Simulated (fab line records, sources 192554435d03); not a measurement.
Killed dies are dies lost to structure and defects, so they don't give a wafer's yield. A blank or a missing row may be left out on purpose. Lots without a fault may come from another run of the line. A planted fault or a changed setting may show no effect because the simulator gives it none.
fab line records | flow n5_finfet
record lots=24 wafers=72 last_day=20
route steps=1938 shown BEOL_M0@718 BEOL_M1@764
lots that met no fault: from a run of the same line without faults
start_h: hours from the record's first day to the start of the lot's first wafer shown | wait_h: hours since the lot's step before | " the same as in the row above | L1.1+2: a row that stands for several wafers | - no value, or no start given | * or withheld: withheld | < > ~ a bound
route shown NAME@n: a module of which the file shows steps, and the number in the route of the first | usual: mean/standard deviation of fault-free wafers | same: alike in all rows | chamber/n: place in a boat | sites: the reading at each site | _std_site: their standard deviation | _edge_site: outer sites' mean less inner sites' | radius_mm: how far each site lies from the wafer's centre | mask NAME#n: copy n | behind: the tool/chamber that last shaped the wafer | hold: why the lot was held/for how many hours/how that ended | device: the transistor (n, p or np) that didn't switch | end of line: the same wafers' tests at the end of the route | a step without rows: its recipe alone | killed: dies lost to structure and defects at the first sort, not the wafer's yield | map: a wafer's dies, x killed, . not, _ none there
set.NAME: the setting as run; set.NAME@STEP: as run at that earlier step | model.NAME: the simulator's own value behind a step, which no gauge read
steps of the route over a sample of lots; a table a step, a row a wafer
services: from which hour (start_h, from the record's first day; less than 0 if before it) a tool's chamber was out of use, for how many hours, and why
## steps
# step N5_BEOL_M0_STRIP_104
# recipe chemistry=N2/H2 power_w=450 temp_c=40 pressure_mtorr=20 rf_frequency_hz=6e+07 overash_fraction=0.3 bias_power_w=7 h2_frac=0.5 n2_flow_sccm=200 h2_flow_sccm=200
# usual drypump_motor_current_A=5.8/0.53 oes_product_au=0.74/0.081 rf_vpp_V=59.1/1.6 showerhead_plenum_p_Torr=2.54/0.098 throttle_valve_pct=23.6/0.4
# columns lot.wafer tool chamber start_h wait_h drypump_motor_current_A oes_product_au rf_hours_counter_h rf_vpp_V showerhead_plenum_p_Torr throttle_valve_pct
L074.2 rie_diel-06 1 116.07 0.0 5.2 0.72 175 56.5 2.63 23.4
L074.3 " 3 " " 6.8 0.71 201 60.0 2.63 23.7
L074.4 " 2 " " 6.2 0.71 199 56.2 2.63 23.9
L075.1 rie_diel-02 3 127.37 0.0 6.4 0.75 160 60.3 2.44 23.3
L075.4 " 2 " " 5.2 0.69 - 59.0 2.49 23.5
L075.5 " 1 " " 5.5 0.72 - 60.4 2.53 24.0
L076.3 rie_diel-03 0 133.47 0.0 4.9 0.67 238 61.3 2.50 23.4
L076.4 " 2 " " 5.7 0.74 159 59.4 2.43 23.6
L076.5 " 1 " " 5.9 0.79 - 58.0 2.65 24.4
L077.3 rie_diel-03 3 140.03 0.0 6.1 0.68 219 57.6 2.40 23.3
L077.4 " 0 " " 4.9 0.66 240 60.2 2.50 23.4
L077.5 " 1 " " 5.9 0.78 - 58.7 2.65 24.4
L078.1 rie_diel-06 1 144.63 0.0 5.2 0.71 185 57.1 2.62 23.3
L078.3 " 3 " " 6.8 0.71 209 56.0 2.62 23.7
L078.5 " 3 " " 6.8 0.71 - 57.2 2.62 23.6
L079.3 rie_diel-02 0 149.43 0.0 6.1 0.99 5 57.8 2.71 22.9
L079.4 " 1 " " 5.5 0.73 200 60.4 2.53 24.0
L079.6 " 2 " " 5.1 0.69 - 59.9 2.48 23.5
L080.2 rie_diel-03 0 149.91 0.0 4.9 0.67 244 59.7 2.50 23.4
L080.4 " 2 " " 5.6 0.73 165 59.9 2.42 23.6
L080.6 " 2 " " 5.7 0.73 - 60.7 2.42 23.6
L081.2 rie_diel-03 1 160.83 0.0 5.9 0.78 149 60.8 2.65 24.4
L081.3 " 3 " " 6.1 0.70 224 58.3 2.40 23.3
L081.5 " 3 " " 6.1 0.68 - 59.0 2.40 23.4
L082.1 rie_diel-03 0 163.32 0.0 4.9 0.66 250 59.0 2.50 23.4
L082.4 " 3 " " 6.1 0.68 225 58.2 2.40 23.3
L082.6 " 0 " " 4.9 0.67 - 55.6 2.50 23.4
L083.1 rie_diel-06 2 174.03 0.0 6.1 0.68 218 61.7 2.62 23.9
L083.2 " 1 " " 5.2 0.70 194 57.9 2.62 23.4
L083.6 " 3 " " 6.8 0.71 - 61.0 2.62 23.6
L084.2 rie_diel-02 2 180.53 0.0 5.2 0.69 242 60.4 2.48 23.6
L084.4 " 0 " " 6.1 0.95 15 58.8 2.71 22.9
L084.5 " 3 " " 6.4 0.73 - 58.6 2.43 23.4
L085.1 rie_diel-06 2 185.88 0.0 6.1 0.69 221 57.9 2.62 24.0
L085.3 " 0 " " 5.9 0.73 188 59.3 2.63 23.9
L085.6 " 3 " " 6.7 0.71 - 57.5 2.62 23.7
L086.2 rie_diel-02 1 189.74 0.0 5.5 0.73 213 59.3 2.52 24.0
L086.3 " 0 " " 6.1 0.94 17 64.7 2.70 22.9
L086.4 " 1 " " 5.5 0.72 - 61.0 2.52 24.1
L087.3 rie_diel-06 0 195.87 0.0 5.9 0.72 193 59.1 2.63 23.9
L087.4 " 1 " " 5.2 0.69 201 61.0 2.62 23.4
L087.5 " 2 " " 6.2 0.67 - 59.6 2.62 24.0
L088.3 rie_diel-03 0 204.80 0.0 4.9 0.94 6 58.3 2.50 23.1
L088.5 " 0 " " 4.9 0.95 - 58.5 2.50 23.2
L088.6 " 1 " " 5.9 0.76 - 62.1 2.64 24.4
L089.1 rie_diel-02 1 208.19 0.0 5.4 0.71 220 57.4 2.52 24.0
L089.3 " 2 " " 5.2 0.69 250 58.1 2.48 23.6
L089.4 " 3 " " 6.3 0.72 190 59.6 2.43 23.4
L090.1 rie_diel-02 1 212.98 0.0 5.5 0.71 222 60.4 2.52 24.1
L090.2 " 2 " " 5.2 0.67 252 60.1 2.48 23.6
L090.6 " 1 " " 5.5 0.70 - 57.9 2.52 24.1
L091.3 rie_diel-02 1 220.11 0.0 5.4 0.71 226 58.8 2.52 24.1
L091.4 " 3 " " 6.3 0.71 - 56.7 2.42 23.4
L091.5 " 0 " " 6.1 0.91 - 59.3 2.70 22.9
L092.1 rie_diel-06 0 223.24 0.0 5.9 0.74 202 60.6 2.62 23.9
L092.3 " 2 " " 6.2 0.68 232 59.2 2.62 24.0
L092.6 " 3 " " 6.8 0.71 - 61.2 2.61 23.7
L093.3 rie_diel-02 3 230.93 0.0 6.4 0.72 199 59.4 2.42 23.4
L093.5 " 1 " " 5.5 0.70 - 62.1 2.52 24.1
L093.6 " 0 " " 6.1 0.93 - 58.7 2.70 22.9
L094.2 rie_diel-03 3 236.54 0.0 6.1 0.66 251 59.4 2.39 23.4
L094.3 " 1 " " 5.9 0.76 179 60.0 2.64 24.4
L094.6 " 3 " " 6.1 0.67 - 58.0 2.39 23.4
L095.1 rie_diel-02 2 244.94 0.0 5.2 0.99 2 56.6 2.48 23.4
L095.2 " 0 " " 6.1 0.92 38 59.0 2.70 22.9
L095.3 " 3 " " 6.3 0.71 205 57.9 2.42 23.4
L096.1 rie_diel-03 2 248.03 0.0 5.6 0.71 198 59.9 2.41 23.6
L096.2 " 1 " " 6.0 0.76 185 60.8 2.63 24.4
L096.4 " 1 " " 5.9 0.75 - 57.8 2.63 24.4
L097.3 rie_diel-03 1 254.61 0.0 6.0 0.74 189 56.6 2.63 24.4
L097.5 " 1 " " 5.9 0.74 - 58.8 2.63 24.4
L097.6 " 2 " " 5.6 0.70 - 60.0 2.41 23.6
# step N5_BEOL_M0_DEGAS_112
# recipe ambient=vacuum temp_c=250 time_s=60
# usual heater_power_w=336/45
# columns lot.wafer tool chamber start_h wait_h heater_power_w
L074.2 pvd_sputter-01 - 119.17 1.9 316
L074.3 " - " " 296
L074.4 " - " " 360
L075.1 pvd_sputter-03 - 128.69 0.6 313
L075.4 " - " " 426
L075.5 " - " " 321
L076.3 pvd_sputter-01 - 134.68 0.6 352
L076.4 " - " " 287
L076.5 " - " " 321
L077.3 pvd_sputter-02 - 140.95 0.2 322
L077.4 " - " " 350
L077.5 " - " " 297
L078.1 pvd_sputter-01 - 145.74 0.6 291
L078.3 " - " " 317
L078.5 " - " " 314
L079.3 pvd_sputter-01 - 150.51 0.6 356
L079.4 " - " " 316
L079.6 " - " " 287
L080.2 pvd_sputter-03 - 150.77 0.3 433
L080.4 " - " " 335
L080.6 " - " " 277
L081.2 pvd_sputter-03 - 161.50 0.1 420
L081.3 " - " " 316
L081.5 " - " " 331
L082.1 pvd_sputter-02 - 164.58 0.7 301
L082.4 " - " " 421
L082.6 " - " " 325
L083.1 pvd_sputter-03 - 175.21 0.0 285
L083.2 " - " " 319
L083.6 " - " " 320
L084.2 pvd_sputter-02 - 181.46 0.2 362
L084.4 " - " " 436
L084.5 " - " " 433
L085.1 pvd_sputter-01 - 187.27 0.2 327
L085.3 " - " " 323
L085.6 " - " " 322
L086.2 pvd_sputter-03 - 192.76 1.3 323
L086.3 " - " " 430
L086.4 " - " " 337
L087.3 pvd_sputter-02 - 197.08 0.4 317
L087.4 " - " " 356
L087.5 " - " " 330
L088.3 pvd_sputter-03 - 205.74 0.4 276
L088.5 " - " " 310
L088.6 " - " " 339
L089.1 pvd_sputter-01 - 208.90 0.2 285
L089.3 " - " " 350
L089.4 " - " " 313
L090.1 pvd_sputter-02 - 213.89 0.3 319
L090.2 " - " " 355
L090.6 " - " " 302
L091.3 pvd_sputter-01 - 221.07 0.2 288
L091.4 " - " " 317
L091.5 " - " " 308
L092.1 pvd_sputter-02 - 226.03 1.0 302
L092.3 " - " " 363
L092.6 " - " " 354
L093.3 pvd_sputter-03 - 232.52 1.1 426
L093.5 " - " " 347
L093.6 " - " " 426
L094.2 pvd_sputter-01 - 239.82 2.0 321
L094.3 " - " " 282
L094.6 " - " " 292
L095.1 pvd_sputter-03 - 245.91 0.2 432
L095.2 " - " " 280
L095.3 " - " " 338
L096.1 pvd_sputter-02 - 248.96 0.3 301
L096.2 " - " " 355
L096.4 " - " " 329
L097.3 pvd_sputter-02 - 255.54 0.4 426
L097.5 " - " " 439
L097.6 " - " " 304
# step N5_BEOL_M0_ALD_136
# recipe material=TaN target_thk_a=* temp_c=275 ald_precursor_family=PDMAT ald_co_reactant=NH3 pressure_torr=3 carrier_flow_sccm=1500 pulse_time_s=2 purge_time_s=3 co_reactant_purge_time_s=2 co_reactant_pulse_time_s=3 ald_cycles=30 precursor_vessel_temp_c=75 precursor_vessel_pressure_torr=26.25 precursor_vessel_carrier_sccm=1000
# usual heater_power_w=410/47 precursor_vessel_temp_c=75.01/0.12
# columns lot.wafer tool chamber start_h wait_h heater_power_w precursor_vessel_temp_c
L074.2 ald_metal-04 0 119.27 0.0 474 74.96
L074.3 " 2 " " 378 75.02
L074.4 " 3 " " 426 74.90
L075.1 ald_metal-01 0 128.84 0.1 399 75.35
L075.4 " 0 " " 406 75.15
L075.5 " 3 " " 467 75.08
L076.3 ald_metal-04 3 134.79 0.1 427 75.08
L076.4 " 0 " " 480 75.10
L076.5 " 2 " " 380 74.96
L077.3 ald_metal-03 3 141.05 0.0 465 74.88
L077.4 " 0 " " 408 74.87
L077.5 " 1 " " 462 74.88
L078.1 ald_metal-04 3 145.89 0.1 422 74.97
L078.3 " 2 " " 376 75.07
L078.5 " 0 " " 475 74.87
L079.3 ald_metal-04 3 150.65 0.1 422 75.12
L079.4 " 1 " " 400 75.12
L079.6 " 2 " " 374 75.12
L080.2 ald_metal-03 2 150.93 0.1 316 75.03
L080.4 " 1 " " 468 75.27
L080.6 " 3 " " 471 74.86
L081.2 ald_metal-01 1 161.66 0.1 360 74.94
L081.3 " 2 " " 359 74.99
L081.5 " 1 " " 363 74.84
L082.1 ald_metal-01 1 164.68 0.0 363 74.97
L082.4 " 3 " " 471 74.78
L082.6 " 0 " " 400 74.96
L083.1 ald_metal-03 2 175.39 0.1 324 75.00
L083.2 " 0 " " 410 74.86
L083.6 " 1 " " 463 75.09
L084.2 ald_metal-01 2 181.56 0.0 366 74.95
L084.4 " 3 " " 461 74.81
L084.5 " 1 " " 375 75.11
L085.1 ald_metal-01 3 187.44 0.1 476 74.91
L085.3 " 2 " " 362 75.03
L085.6 " 1 " " 363 74.94
L086.2 ald_metal-03 1 192.86 0.0 467 74.79
L086.3 " 3 " " 466 75.07
L086.4 " 0 " " 412 75.06
L087.3 ald_metal-04 3 197.18 0.0 422 75.14
L087.4 " 2 " " 388 75.10
L087.5 " 0 " " 492 75.03
L088.3 ald_metal-01 0 205.87 0.1 412 74.95
L088.5 " 0 " " 402 74.95
L088.6 " 3 " " 463 74.93
L089.1 ald_metal-03 1 209.03 0.1 468 75.11
L089.3 " 2 " " 328 74.89
L089.4 " 0 " " 419 75.10
L090.1 ald_metal-03 3 214.03 0.1 461 74.91
L090.2 " 0 " " 416 75.12
L090.6 " 3 " " 466 74.87
L091.3 ald_metal-04 1 221.23 0.1 396 74.87
L091.4 " 0 " " 481 75.07
L091.5 " 0 " " 480 75.15
L092.1 ald_metal-04 0 226.36 0.3 472 75.06
L092.3 " 3 " " 431 74.95
L092.6 " 3 " " 421 74.97
L093.3 ald_metal-01 1 232.62 0.0 368 75.10
L093.5 " 2 " " 367 75.03
L093.6 " 1 " " 378 74.96
L094.2 ald_metal-01 0 240.01 0.1 405 75.25
L094.3 " 1 " " 363 75.12
L094.6 " 2 " " 358 75.05
L095.1 ald_metal-01 1 246.02 0.1 367 74.87
L095.2 " 0 " " 395 74.78
L095.3 " 3 " " 457 75.23
L096.1 ald_metal-01 2 249.06 0.0 364 75.15
L096.2 " 0 " " 403 75.04
L096.4 " 1 " " 367 74.96
L097.3 ald_metal-03 3 255.64 0.0 471 75.09
L097.5 " 2 " " 324 74.88
L097.6 " 1 " " 455 75.04
# step N5_BEOL_M0_ANNEAL_133
# recipe temp_c=400 time_s=60 ambient=vacuum
# usual heater_power_w=832/100
# columns lot.wafer tool chamber start_h wait_h heater_power_w
L074.2 pvd_sputter-01 - 120.07 0.0 821
L074.3 " - " " 726
L074.4 " - " " 811
L075.1 pvd_sputter-01 - 129.64 0.0 743
L075.4 " - " " 884
L075.5 " - " " 818
L076.3 pvd_sputter-03 - 137.09 0.0 800
L076.4 " - " " 697
L076.5 " - " " 1073
L077.3 pvd_sputter-02 - 141.74 0.0 903
L077.4 " - " " 800
L077.5 " - " " 1092
L078.1 pvd_sputter-01 - 146.69 0.0 886
L078.3 " - " " 725
L078.5 " - " " 793
L079.3 pvd_sputter-01 - 151.43 0.0 896
L079.4 " - " " 799
L079.6 " - " " 769
L080.2 pvd_sputter-01 - 151.87 0.0 711
L080.4 " - " " 893
L080.6 " - " " 719
L081.2 pvd_sputter-03 - 162.98 0.0 832
L081.3 " - " " 687
L081.5 " - " " 1086
L082.1 pvd_sputter-01 - 165.35 0.0 803
L082.4 " - " " 800
L082.6 " - " " 720
L083.1 pvd_sputter-02 - 176.09 0.0 882
L083.2 " - " " 758
L083.6 " - " " 748
L084.2 pvd_sputter-01 - 182.51 0.0 877
L084.4 " - " " 702
L084.5 " - " " 873
L085.1 pvd_sputter-01 - 189.79 0.0 798
L085.3 " - " " 798
L085.6 " - " " 782
L086.2 pvd_sputter-01 - 193.63 0.0 770
L086.3 " - " " 795
L086.4 " - " " 734
L087.3 pvd_sputter-02 - 197.84 0.0 760
L087.4 " - " " 874
L087.5 " - " " 1056
L088.3 pvd_sputter-01 - 206.64 0.0 880
L088.5 " - " " 807
L088.6 " - " " 901
L089.1 pvd_sputter-01 - 211.38 0.0 792
L089.3 " - " " 737
L089.4 " - " " 782
L090.1 pvd_sputter-02 - 214.99 0.0 747
L090.2 " - " " 861
L090.6 " - " " 897
L091.3 pvd_sputter-01 - 223.23 0.0 873
L091.4 " - " " 713
L091.5 " - " " 740
L092.1 pvd_sputter-03 - 227.38 0.0 1076
L092.3 " - " " 696
L092.6 " - " " 1071
L093.3 pvd_sputter-03 - 234.00 0.0 791
L093.5 " - " " 708
L093.6 " - " " 765
L094.2 pvd_sputter-01 - 240.63 0.0 789
L094.3 " - " " 891
L094.6 " - " " 802
L095.1 pvd_sputter-03 - 248.27 0.0 718
L095.2 " - " " 798
L095.3 " - " " 1056
L096.1 pvd_sputter-03 - 251.34 0.0 1047
L096.2 " - " " 705
L096.4 " - " " 804
L097.3 pvd_sputter-02 - 256.40 0.0 762
L097.5 " - " " 896
L097.6 " - " " 792
# step N5_BEOL_M1_CD_MEAS_11
# recipe target_cd_nm=17.05 landing_energy_ev=500 detector=se_inlens polarity=opening
# usual cd_nm=17.0/0.32
# columns lot.wafer tool chamber start_h wait_h cd_nm
L074.2 cd_sem-03 0 122.72 - 17.3
L074.3 " 0 " " 17.6
L074.4 " 0 " " 16.7
L075.1 cd_sem-01 0 134.09 - 16.6
L075.4 " 0 " " 16.7
L075.5 " 0 " " 16.5
L076.3 cd_sem-03 0 139.18 - 16.8
L076.4 " 0 " " 17.1
L076.5 " 0 " " 17.5
L077.3 cd_sem-02 0 144.04 - 17.2
L077.4 " 0 " " 17.2
L077.5 " 0 " " 17.1
L078.1 cd_sem-02 0 150.17 - 16.9
L078.3 " 0 " " 16.9
L078.5 " 0 " " 16.9
L079.3 cd_sem-01 0 153.80 - 16.3
L079.4 " 0 " " 16.9
L079.6 " 0 " " 16.7
L080.2 cd_sem-02 0 154.06 - 16.2
L080.4 " 0 " " 16.7
L080.6 " 0 " " 17.2
L081.2 cd_sem-03 0 165.61 - 17.8
L081.3 " 0 " " 17.4
L081.5 " 0 " " 17.5
L082.1 cd_sem-01 0 170.37 - 17.0
L082.4 " 0 " " 16.6
L082.6 " 0 " " 16.7
L083.1 cd_sem-02 0 181.17 - 17.4
L083.2 " 0 " " 16.7
L083.6 " 0 " " 16.9
L084.2 cd_sem-02 0 187.09 - 17.2
L084.4 " 0 " " 17.4
L084.5 " 0 " " 17.2
L085.1 cd_sem-03 0 193.11 - 17.2
L085.3 " 0 " " 17.3
L085.6 " 0 " " 17.5
L086.2 cd_sem-03 0 197.31 - 16.9
L086.3 " 0 " " 16.7
L086.4 " 0 " " 16.7
L087.3 cd_sem-03 0 199.95 - 17.4
L087.4 " 0 " " 17.1
L087.5 " 0 " " 17.5
L088.3 cd_sem-03 0 209.20 - 16.8
L088.5 " 0 " " 16.8
L088.6 " 0 " " 16.9
L089.1 cd_sem-03 0 213.95 - 17.0
L089.3 " 0 " " 16.6
L089.4 " 0 " " 17.2
L090.1 cd_sem-01 0 225.59 - 16.9
L090.2 " 0 " " 16.8
L090.6 " 0 " " 16.8
L091.3 cd_sem-01 0 226.16 - 17.4
L091.4 " 0 " " 17.0
L091.5 " 0 " " 17.4
L092.1 cd_sem-01 0 231.71 - 17.5
L092.3 " 0 " " 17.0
L092.6 " 0 " " 17.0
L093.3 cd_sem-02 0 237.14 - 16.3
L093.5 " 0 " " 16.8
L093.6 " 0 " " 16.2
L094.2 cd_sem-02 0 245.53 - 17.0
L094.3 " 0 " " 17.0
L094.6 " 0 " " 16.8
L095.1 cd_sem-03 0 252.02 - 17.5
L095.2 " 0 " " 16.7
L095.3 " 0 " " 16.8
L096.1 cd_sem-02 0 255.57 - 16.9
L096.2 " 0 " " 17.0
L096.4 " 0 " " 16.9
L097.3 cd_sem-02 0 259.17 - 16.9
L097.5 " 0 " " 16.7
L097.6 " 0 " " 17.1
# step N5_BEOL_M1_CD_MEAS_18
# recipe pitch_nm=36 target_cd_nm=18
# usual cd_nm=18.0/0.32
# columns lot.wafer tool chamber start_h wait_h cd_nm
L074.2 cd_sem-02 - 123.32 0.1 17.7
L074.3 " - " " 18.4
L074.4 " - " " 18.2
L075.1 cd_sem-02 - 134.71 0.0 17.9
L075.4 " - " " 17.9
L075.5 " - " " 17.2
L076.3 cd_sem-01 - 140.25 0.1 18.3
L076.4 " - " " 18.0
L076.5 " - " " 18.4
L077.3 cd_sem-01 - 144.68 0.1 18.5
L077.4 " - " " 17.8
L077.5 " - " " 18.4
L078.1 cd_sem-01 - 150.73 0.0 17.7
L078.3 " - " " 17.5
L078.5 " - " " 17.8
L079.3 cd_sem-01 - 154.48 0.1 18.1
L079.4 " - " " 18.1
L079.6 " - " " 17.6
L080.2 cd_sem-01 - 154.61 0.1 17.8
L080.4 " - " " 17.7
L080.6 " - " " 18.3
L081.2 cd_sem-01 - 166.26 0.1 17.7
L081.3 " - " " 18.0
L081.5 " - " " 18.5
L082.1 cd_sem-01 - 170.96 0.0 17.8
L082.4 " - " " 17.8
L082.6 " - " " 18.1
L083.1 cd_sem-03 - 181.75 0.0 18.5
L083.2 " - " " 17.7
L083.6 " - " " 17.9
L084.2 cd_sem-01 - 187.64 0.1 17.7
L084.4 " - " " 17.7
L084.5 " - " " 17.8
L085.1 cd_sem-02 - 193.66 0.0 17.6
L085.3 " - " " 17.8
L085.6 " - " " 17.8
L086.2 cd_sem-02 - 198.24 0.1 17.7
L086.3 " - " " 17.7
L086.4 " - " " 17.5
L087.3 cd_sem-02 - 200.50 0.1 18.4
L087.4 " - " " 18.0
L087.5 " - " " 18.3
L088.3 cd_sem-02 - 210.04 0.1 18.0
L088.5 " - " " 18.0
L088.6 " - " " 18.0
L089.1 cd_sem-01 - 214.50 0.0 18.4
L089.3 " - " " 18.0
L089.4 " - " " 18.5
L090.1 cd_sem-02 - 226.15 0.1 18.3
L090.2 " - " " 17.8
L090.6 " - " " 17.8
L091.3 cd_sem-02 - 226.82 0.1 18.0
L091.4 " - " " 17.9
L091.5 " - " " 18.6
L092.1 cd_sem-02 - 232.29 0.0 18.1
L092.3 " - " " 18.5
L092.6 " - " " 18.3
L093.3 cd_sem-01 - 237.69 0.1 17.3
L093.5 " - " " 17.9
L093.6 " - " " 17.8
L094.2 cd_sem-02 - 246.70 0.1 18.5
L094.3 " - " " 18.1
L094.6 " - " " 18.1
L095.1 cd_sem-02 - 252.57 0.0 18.5
L095.2 " - " " 17.4
L095.3 " - " " 17.9
L096.1 cd_sem-03 - 256.25 0.0 17.9
L096.2 " - " " 18.1
L096.4 " - " " 18.5
L097.3 cd_sem-01 - 260.75 0.1 17.8
L097.5 " - " " 17.8
L097.6 " - " " 18.1
## services
# columns tool chamber start_h hours kind
pvd_sputter-03 - 95.43 5.3 repair
ald_metal-01 2 109.38 21.7 repair
rie_diel-02 0 115.19 - clean
rie_diel-02 0 115.19 - consumable_replace:focus_ring
rie_diel-02 0 115.19 - consumable_replace:showerhead
rie_diel-02 0 115.19 21.1 scheduled_down
rie_diel-02 0 115.19 21.1 vent_cycle
rie_diel-06 0 119.41 1.3 repair
rie_diel-03 2 127.70 2.8 repair
pvd_sputter-02 - 134.10 2.2 repair
pvd_sputter-01 - 135.91 8.5 repair
ald_metal-01 - 139.11 0.6 repair
pvd_sputter-03 - 147.37 0.7 repair
rie_diel-03 0 163.82 - clean
rie_diel-03 0 163.82 - consumable_replace:focus_ring
rie_diel-03 0 163.82 23.9 scheduled_down
rie_diel-03 0 163.82 23.9 vent_cycle
rie_diel-02 2 187.41 4.7 repair
rie_diel-06 2 204.99 5.7 repair
rie_diel-02 0 209.63 4.7 repair
rie_diel-02 2 215.22 8.0 repair
rie_diel-03 2 232.24 9.5 repair
rie_diel-06 - 234.94 0.5 repair
rie_diel-03 3 245.80 5.4 repair
## key
fault none
